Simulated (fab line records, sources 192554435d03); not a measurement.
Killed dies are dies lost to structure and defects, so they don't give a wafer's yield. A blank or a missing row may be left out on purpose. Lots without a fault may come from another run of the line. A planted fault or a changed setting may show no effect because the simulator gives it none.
A struck lot beside a sound one | flow n5_finfet | 16 steps out of a route of 1938
Sound: wafers L339.1, L339.4, L339.6. Struck: wafer L352.2. (L352.1, L352.3 of the same lot were not struck and are left out.) The cause comes at the end.
At each step with rows: each side's tool, then ch and its chambers, then its first start. Under that, the readings that differ: sound wafers | struck wafers | difference of the means | sigmas: that difference in standard deviations of wafers without a fault.
alike: readings whose means differ by less than 2 such deviations, and words and numbers that are the same on both sides. not compared: withheld readings, readings that some wafer has no value for, bounds like >300 that may hide the same value, and numbers for which the record gives no deviation and whose values overlap.
The two part at a step that has a row with sigmas, a row that says differs or no value, or rows on one side only. Numbers that don't overlap but have no deviation are shown without sigmas and don't part them. A reading that every wafer of one side lacks parts them only if that side has two wafers or more.

first, 6 steps without rows for these wafers: N5_FIN_CUT_COAT_02 (resist thk 30 nm); N5_FIN_CUT_EBR_04; N5_FIN_CUT_SOFTBAKE_03 (time 60 s); N5_FIN_CUT_EXPOSE_05 (exposes mask FIN CUT); N5_FIN_CUT_PEB_06 (peb time 60 s); N5_FIN_CUT_DEVELOP_07 (develop time 30 s).
N5_FIN_CUT_CD_MEAS_08: target cd 29.1 nm.
  sound on cd_sem-01 ch 0, day 4 03:53; struck on cd_sem-01 ch 0, day 7 10:07
  alike: cd_nm
N5_FIN_CUT_OVL_MEAS_09:
  sound on overlay-02 ch 0, day 4 03:55; struck on overlay-01 ch 0, day 7 10:09
  alike: FIN_CUT_OVL
N5_FIN_CUT_INSPECT_10: inspects for defects (brightfield).
  sound on defect_inspect-01, day 4 03:59; struck on defect_inspect-01, day 7 10:13
  alike: raw_defect_count
N5_FIN_CUT_DESCUM_13: chemistry O2, time 7 s.
  sound on rie_diel-02 ch 0,1,3, day 4 04:02; struck on rie_diel-02 ch 1, day 7 10:14
  reading                | sound             | struck | difference | sigmas
  oes_product_au (a.u.)  | 0.83 0.67 0.70    | 0.92   | +0.19      | +2
  throttle_valve_pct (%) | 20.69 20.69 20.52 | 20.18  | -0.45      | -2
  alike: drypump_motor_current_A, rf_vpp_V, showerhead_plenum_p_Torr
  not compared: rf_hours_counter_h
N5_FIN_CUT_ETCH_30: etches underlayer in N2/H2, target depth 13 nm, time 10.4 s.
  sound on rie_diel-02 ch 0,1,3, day 4 04:04; struck on rie_diel-02 ch 1, day 7 10:17
  reading    | sound             | struck | difference | sigmas
  bias_w (W) | 149.5 149.6 149.3 | 151.0  | +1.5       | +4
  alike: drypump_motor_current_A, etch_rf_on_time_s, oes_product_au, rf_vpp_V, showerhead_plenum_p_Torr, throttle_valve_pct
  not compared: rf_hours_counter_h
N5_FIN_CUT_ETCH_20: etches SiARC in CF4, target depth 26 nm, time 43.3 s.
  sound on rie_diel-02 ch 0,1,3, day 4 04:05; struck on rie_diel-02 ch 1, day 7 10:18
  reading                | sound             | struck | difference | sigmas
  oes_product_au (a.u.)  | 0.72 0.58 0.60    | 0.79   | +0.16      | +2
  throttle_valve_pct (%) | 15.87 15.84 15.76 | 15.29  | -0.53      | -2
  alike: bias_w, cf4_flow_sccm, drypump_motor_current_A, etch_rf_on_time_s, rf_vpp_V, showerhead_plenum_p_Torr
  not compared: rf_hours_counter_h
N5_FIN_CUT_ETCH_21: etches SOC in N2/H2, target depth 219 nm, overetch 43.8 nm, time 523.5 s.
  sound on rie_diel-02 ch 0,1,3, day 4 04:08; struck on rie_diel-02 ch 1, day 7 10:20
  reading      | sound             | struck | difference | sigmas
  bias_w (W)   | 60.87 61.26 61.03 | 58.20  | -2.85      | -15
  rf_vpp_V (V) | 240.6 240.3 240.8 | 235.4  | -5.2       | -4
  alike: drypump_motor_current_A, oes_product_au, showerhead_plenum_p_Torr, throttle_valve_pct
  not compared: rf_hours_counter_h
then, 1 step without rows for these wafers: N5_FIN_CUT_STRIP_23 (strips in N2/H2).
-- the record jumps here: 8 days lie between the struck wafers' starts before and after (it left off in module FIN_CUT and takes up again in module BEOL_M4, whose first step shown is number 1111 of the route) --
N5_BEOL_M4_RC_MEAS_101:
  sound on prober-02 ch 0, day 11 14:39; struck on prober-01 ch 0, day 15 15:08
  alike: DIBL_N, DIBL_P, IOFF_N, IOFF_P, ION_N, ION_P, SS_N, SS_P, VT_N, VT_P
N5_PASSIVATION_PROBE_49:
  the record has rows for the sound wafers here (prober-02, day 15 17:40) and none for the struck ones

WHERE THEY PART
First at N5_FIN_CUT_DESCUM_13; last, within this record, at N5_PASSIVATION_PROBE_49.

WHY: what the simulator had put in
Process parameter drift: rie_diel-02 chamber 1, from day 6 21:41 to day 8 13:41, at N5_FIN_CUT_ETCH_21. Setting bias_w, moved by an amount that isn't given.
